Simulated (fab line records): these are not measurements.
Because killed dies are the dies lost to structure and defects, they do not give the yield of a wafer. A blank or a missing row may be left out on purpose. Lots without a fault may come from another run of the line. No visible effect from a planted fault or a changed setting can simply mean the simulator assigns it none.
fab line records / flow nand_harc
record: lots: 7 wafers: 20 last_day: 24
route steps=1159 shown P_START@1 P_ZERO_WELL@2 END@1159
lots that met no fault: taken from a fault-free run of the same line
start_h: hours from the record's first day to the start of the lot's first wafer shown / wait_h: how many hours have passed since the lot's step before this one / " same as the row above / L1.1+2: a single row standing in for several wafers / - no value, or no start was given / * or withheld: withheld / < > ~ a bound
route shown NAME@n: a module of which the file shows steps, and the number in the route of the first / usual: mean and standard deviation over wafers with no fault / same: alike in all rows / chamber/n: place in a boat / sites: readings site by site / _std_site: standard deviation of those values / _edge_site: mean of outer sites minus mean of inner sites / radius_mm: for every site, how far away it sits from the centre of the wafer / mask NAME#n: copy n / behind: tool/chamber where the wafer was last shaped / hold: cause of the lot's hold/its duration in hours/its outcome / device: the transistor (n, p or np) that didn't switch / end of line: at the end of the route, the tests of the same wafers / a step given without rows: its recipe and nothing more / killed: not the wafer's yield, but the dies lost to structure and defects at the first sort / map: dies across one wafer; x = killed, . = not, _ = none there
set.NAME: setting as actually run; set.NAME@STEP: the setting as run at that earlier step / model.NAME: the simulator's own value behind a step, which no gauge read
a table for each step, a row for each wafer; lots at some steps of the route
services: a tool's chamber out of use, with start hour (start_h, from the record's first day; less than 0 if before it), hours out, and reason
== steps ==
step: NHARC_P_START_INSPECT_01
usual: raw_defect_count: 3.7/1.9
lot.wafer=L436.2 tool=defect_inspect-02 chamber=- start_h=12.04 wait_h=- raw_defect_count=2
lot.wafer=L436.4 tool=defect_inspect-02 chamber=- start_h=12.04 wait_h=- raw_defect_count=4
lot.wafer=L436.6 tool=defect_inspect-02 chamber=- start_h=12.04 wait_h=- raw_defect_count=2
lot.wafer=L443.3 tool=defect_inspect-02 chamber=- start_h=54.04 wait_h=- raw_defect_count=3
lot.wafer=L443.5 tool=defect_inspect-02 chamber=- start_h=54.04 wait_h=- raw_defect_count=3
lot.wafer=L443.6 tool=defect_inspect-02 chamber=- start_h=54.04 wait_h=- raw_defect_count=3
lot.wafer=L451.2 tool=defect_inspect-02 chamber=- start_h=102.04 wait_h=- raw_defect_count=2
lot.wafer=L451.5 tool=defect_inspect-02 chamber=- start_h=102.04 wait_h=- raw_defect_count=2
lot.wafer=L451.6 tool=defect_inspect-02 chamber=- start_h=102.04 wait_h=- raw_defect_count=5
lot.wafer=L453.1 tool=defect_inspect-02 chamber=- start_h=114.04 wait_h=- raw_defect_count=3
lot.wafer=L453.3 tool=defect_inspect-02 chamber=- start_h=114.04 wait_h=- raw_defect_count=3
lot.wafer=L453.6 tool=defect_inspect-02 chamber=- start_h=114.04 wait_h=- raw_defect_count=5
lot.wafer=L454.2 tool=defect_inspect-01 chamber=- start_h=120.04 wait_h=- raw_defect_count=4
lot.wafer=L454.3 tool=defect_inspect-01 chamber=- start_h=120.04 wait_h=- raw_defect_count=2
lot.wafer=L456.4 tool=defect_inspect-02 chamber=- start_h=132.04 wait_h=- raw_defect_count=4
lot.wafer=L456.5 tool=defect_inspect-02 chamber=- start_h=132.04 wait_h=- raw_defect_count=5
lot.wafer=L456.6 tool=defect_inspect-02 chamber=- start_h=132.04 wait_h=- raw_defect_count=4
lot.wafer=L457.1 tool=defect_inspect-01 chamber=- start_h=138.04 wait_h=- raw_defect_count=6
lot.wafer=L457.2 tool=defect_inspect-01 chamber=- start_h=138.04 wait_h=- raw_defect_count=5
lot.wafer=L457.5 tool=defect_inspect-01 chamber=- start_h=138.04 wait_h=- raw_defect_count=4
step: NHARC_P_ZERO_WELL_PRECLEAN_00
recipe: time_s: 600 temp_c: 120 chemistry: SPM
step: NHARC_P_ZERO_WELL_SRD_01
step: NHARC_P_ZERO_WELL_PECVD_02
recipe: target_thk_a: 100 temp_c: 400 pressure_torr: 6.5 rf_w: withheld teos_flow_sccm: withheld flow_sccm: 2650 target_thk_nm: 10 gas: O2 material: SiO2
step: NHARC_P_ZERO_WELL_DEHYDRATE_03
recipe: temp_c: 150 time_s: 120
step: NHARC_P_ZERO_WELL_HMDS_04
recipe: time_s: 30
step: NHARC_P_ZERO_WELL_COAT_64
recipe: temp_c: 200 time_s: 65
step: NHARC_P_ZERO_WELL_COAT_05
recipe: spin_rpm: 2000 resist_thk_nm: 600
step: NHARC_P_ZERO_WELL_SOFTBAKE_06
recipe: temp_c: 125 time_s: 70
usual: heater_power_total_W: 200.8/1.3
lot.wafer=L436.2 tool=litho_track-02 chamber=0 start_h=12 wait_h=- heater_power_total_W=200.7
lot.wafer=L436.4 tool=litho_track-02 chamber=0 start_h=12 wait_h=- heater_power_total_W=199.4
lot.wafer=L436.6 tool=litho_track-02 chamber=0 start_h=12 wait_h=- heater_power_total_W=199.7
lot.wafer=L443.3 tool=litho_track-03 chamber=0 start_h=54 wait_h=- heater_power_total_W=202.3
lot.wafer=L443.5 tool=litho_track-03 chamber=0 start_h=54 wait_h=- heater_power_total_W=201.9
lot.wafer=L443.6 tool=litho_track-03 chamber=0 start_h=54 wait_h=- heater_power_total_W=202.6
lot.wafer=L451.2 tool=litho_track-03 chamber=0 start_h=102 wait_h=- heater_power_total_W=224.2
lot.wafer=L451.5 tool=litho_track-03 chamber=0 start_h=102 wait_h=- heater_power_total_W=202.1
lot.wafer=L451.6 tool=litho_track-03 chamber=0 start_h=102 wait_h=- heater_power_total_W=225.3
lot.wafer=L453.1 tool=litho_track-03 chamber=0 start_h=114 wait_h=- heater_power_total_W=199.0
lot.wafer=L453.3 tool=litho_track-03 chamber=0 start_h=114 wait_h=- heater_power_total_W=199.6
lot.wafer=L453.6 tool=litho_track-03 chamber=0 start_h=114 wait_h=- heater_power_total_W=226.8
lot.wafer=L454.2 tool=litho_track-03 chamber=0 start_h=120 wait_h=- heater_power_total_W=226.7
lot.wafer=L454.3 tool=litho_track-03 chamber=0 start_h=120 wait_h=- heater_power_total_W=199.0
lot.wafer=L456.4 tool=litho_track-02 chamber=0 start_h=132 wait_h=- heater_power_total_W=202.4
lot.wafer=L456.5 tool=litho_track-02 chamber=0 start_h=132 wait_h=- heater_power_total_W=199.1
lot.wafer=L456.6 tool=litho_track-02 chamber=0 start_h=132 wait_h=- heater_power_total_W=199.9
lot.wafer=L457.1 tool=litho_track-02 chamber=0 start_h=138 wait_h=- heater_power_total_W=202.5
lot.wafer=L457.2 tool=litho_track-02 chamber=0 start_h=138 wait_h=- heater_power_total_W=199.5
lot.wafer=L457.5 tool=litho_track-02 chamber=0 start_h=138 wait_h=- heater_power_total_W=199.7
step: NHARC_P_ZERO_WELL_EBR_07
step: NHARC_END_SORT_01
recipe: temp_c: 25
usual: killed_at_array: 28/11 killed_at_other: 0.5/0.87 killed_at_periphery: 2.9/2.2 killed_dies: 32/11 killed_open: 3.2/1.9 killed_short: 1.8/1.4
same: gross_dies: 677
lot.wafer=L443.3 tool=prober-01 chamber=0 start_h=494.53 wait_h=3.0 killed_at_array=39 killed_at_other=0 killed_at_periphery=2 killed_dies=41 killed_open=1 killed_short=0
lot.wafer=L443.5 tool=prober-01 chamber=0 start_h=496.12 wait_h=3.7 killed_at_array=34 killed_at_other=0 killed_at_periphery=1 killed_dies=35 killed_open=3 killed_short=1
lot.wafer=L451.2 tool=prober-01 chamber=0 start_h=517.11 wait_h=2.8 killed_at_array=32 killed_at_other=0 killed_at_periphery=2 killed_dies=34 killed_open=1 killed_short=0
lot.wafer=L451.5 tool=prober-01 chamber=0 start_h=519.53 wait_h=3.7 killed_at_array=33 killed_at_other=1 killed_at_periphery=1 killed_dies=35 killed_open=1 killed_short=2
lot.wafer=L451.6 tool=prober-01 chamber=0 start_h=520.33 wait_h=4.0 killed_at_array=45 killed_at_other=1 killed_at_periphery=0 killed_dies=46 killed_open=4 killed_short=4
lot.wafer=L454.2 tool=prober-01 chamber=0 start_h=543.77 wait_h=2.8 killed_at_array=21 killed_at_other=0 killed_at_periphery=3 killed_dies=24 killed_open=3 killed_short=2
lot.wafer=L454.3 tool=prober-01 chamber=0 start_h=544.57 wait_h=3.1 killed_at_array=21 killed_at_other=2 killed_at_periphery=7 killed_dies=30 killed_open=4 killed_short=2
lot.wafer=L456.4 tool=prober-02 chamber=0 start_h=553.32 wait_h=3.4 killed_at_array=24 killed_at_other=0 killed_at_periphery=7 killed_dies=31 killed_open=3 killed_short=1
lot.wafer=L456.5 tool=prober-02 chamber=0 start_h=554.12 wait_h=3.7 killed_at_array=24 killed_at_other=0 killed_at_periphery=6 killed_dies=30 killed_open=3 killed_short=3
lot.wafer=L456.6 tool=prober-02 chamber=0 start_h=554.91 wait_h=4.0 killed_at_array=25 killed_at_other=0 killed_at_periphery=5 killed_dies=30 killed_open=2 killed_short=2
lot.wafer=L453.1 tool=prober-01 chamber=0 start_h=558.58 wait_h=2.5 killed_at_array=31 killed_at_other=0 killed_at_periphery=3 killed_dies=34 killed_open=3 killed_short=4
lot.wafer=L453.3 tool=prober-01 chamber=0 start_h=560.17 wait_h=3.1 killed_at_array=41 killed_at_other=0 killed_at_periphery=2 killed_dies=43 killed_open=3 killed_short=0
lot.wafer=L453.6 tool=prober-01 chamber=0 start_h=562.55 wait_h=4.0 killed_at_array=28 killed_at_other=0 killed_at_periphery=3 killed_dies=31 killed_open=0 killed_short=0
killed by level:class
L443.3 A_SLIT:chamber_film_flake=17 A_CHANNEL_HOLE_D1:chamber_film_flake=16 A_CONTACT:chamber_film_flake=4 P_BONDPAD:geometric_particle:open=1 P_ZERO_WELL:chamber_film_flake=1 A_BLC:chamber_film_flake=1 A_STAIRCASE:chamber_film_flake=1
L443.5 A_CHANNEL_HOLE_D1:chamber_film_flake=14 A_SLIT:chamber_film_flake=12 A_CONTACT:chamber_film_flake=4 P_GATE:geometric_particle:short=1 A_CHANNEL_HOLE_D1:geometric_particle:open=1 A_BLC:geometric_particle:open=1 A_M1:geometric_particle:open=1 A_STAIRCASE:chamber_film_flake=1
L451.2 A_CHANNEL_HOLE_D1:chamber_film_flake=16 A_SLIT:chamber_film_flake=8 A_STAIRCASE:chamber_film_flake=6 A_CONTACT:chamber_film_flake=2 P_M0:geometric_particle:open=1 P_STI:chamber_film_flake=1
L451.5 A_SLIT:chamber_film_flake=13 A_CHANNEL_HOLE_D1:chamber_film_flake=9 A_STAIRCASE:chamber_film_flake=5 A_SGD_CUT:geometric_particle:short=1 A_WL_FILL:geometric_particle:short=1 A_CONTACT:geometric_particle:open=1 P_STI:chamber_film_flake=1 A_CHANNEL_FILL_D1:chamber_film_flake=1
L451.6 A_CHANNEL_HOLE_D1:chamber_film_flake=17 A_SLIT:chamber_film_flake=10 A_STAIRCASE:chamber_film_flake=7 A_M0:geometric_particle:short=2 A_M0:chamber_film_flake=2 A_SOURCE_PLATE:geometric_particle:open=1 A_CHANNEL_FILL_D1:geometric_particle:short=1 A_SGD_CUT:geometric_particle:open=1
L454.2 A_CHANNEL_HOLE_D1:chamber_film_flake=11 A_CONTACT:chamber_film_flake=4 A_BLC:geometric_particle:short=2 P_GATE:chamber_film_flake=2 P_CONTACT:geometric_particle:open=1 A_CONTACT:geometric_particle:open=1 A_BLC:geometric_particle:open=1 A_CHANNEL_FILL_D1:chamber_film_flake=1
L454.3 A_CHANNEL_HOLE_D1:chamber_film_flake=10 P_GATE:chamber_film_flake=5 A_CONTACT:chamber_film_flake=3 THIN_TSV:chamber_film_flake=2 P_GATE:geometric_particle:open=1 P_CONTACT:geometric_particle:open=1 A_WL_FILL:geometric_particle:short=1 A_CONTACT:geometric_particle:open=1
L456.4 P_ZERO_WELL:chamber_film_flake=5 A_CHANNEL_HOLE_D1:chamber_film_flake=5 A_CONTACT:chamber_film_flake=4 A_CHANNEL_FILL_D1:chamber_film_flake=3 A_STAIRCASE:chamber_film_flake=3 A_WL_FILL:chamber_film_flake=3 P_CONTACT:geometric_particle:short=1 A_STAIRCASE:geometric_particle:open=1
L456.5 A_CHANNEL_HOLE_D1:chamber_film_flake=11 A_CONTACT:chamber_film_flake=6 P_ZERO_WELL:chamber_film_flake=2 A_WL_FILL:chamber_film_flake=2 P_M0:geometric_particle:short=1 P_M1:geometric_particle:open=1 A_CHANNEL_FILL_D1:geometric_particle:open=1 A_STAIRCASE:geometric_particle:short=1
L456.6 A_CHANNEL_HOLE_D1:chamber_film_flake=7 A_CONTACT:chamber_film_flake=6 A_SGD_CUT:chamber_film_flake=3 P_ZERO_WELL:chamber_film_flake=2 P_GATE:chamber_film_flake=2 A_CHANNEL_FILL_D1:chamber_film_flake=2 A_STAIRCASE:chamber_film_flake=2 P_STI:geometric_particle:open=1
L453.1 A_SLIT:chamber_film_flake=15 A_CHANNEL_HOLE_D1:chamber_film_flake=7 A_CONTACT:chamber_film_flake=3 A_CHANNEL_FILL_D1:geometric_particle:short=2 A_WL_FILL:geometric_particle:short=2 P_CONTACT:geometric_particle:open=1 P_M2:geometric_particle:open=1 A_M0:geometric_particle:open=1
L453.3 A_SLIT:chamber_film_flake=21 A_CHANNEL_HOLE_D1:chamber_film_flake=10 A_CONTACT:chamber_film_flake=5 A_STAIRCASE:chamber_film_flake=2 A_WL_FILL:chamber_film_flake=2 P_CONTACT:geometric_particle:open=1 P_M0:geometric_particle:open=1 A_CHANNEL_FILL_D1:geometric_particle:open=1
L453.6 A_SLIT:chamber_film_flake=17 A_CHANNEL_HOLE_D1:chamber_film_flake=6 A_STAIRCASE:chamber_film_flake=3 P_STI:chamber_film_flake=2 A_WL_FILL:chamber_film_flake=2 P_GATE:chamber_film_flake=1
== services ==
tool=litho_track-02 chamber=- start_h=-10.00 hours=7.0 kind=pm
tool=litho_track-03 chamber=- start_h=38.00 hours=7.0 kind=pm
== key ==
first_sign: step: NHARC_P_ZERO_WELL_SOFTBAKE_06 reading: heater_power_total_W direction: up sigmas: 19 usual: * struck: *
effect none on later readings
met_at NHARC_P_ZERO_WELL_SOFTBAKE_06
struck_wafers L451.2,L451.6,L453.6,L454.2
tester_left_out L451,L453,L454
onset_between 54 102
fault: kind: process_parameter_drift tool: litho_track-03 chamber: - onset_h: 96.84 steps: NHARC_P_ZERO_WELL_SOFTBAKE_06 channel: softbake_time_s offset: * shape: step end_h: 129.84 scope: struck_wafers_only acts_in: * stated: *
tester_left_out: of these lots the tester's yield and bins aren't shown, on N5 and GAA mostly nor the transistor test; their killed dies are dies lost to structure and defects alone, not to doping, threshold or leakage, so they don't give the yield
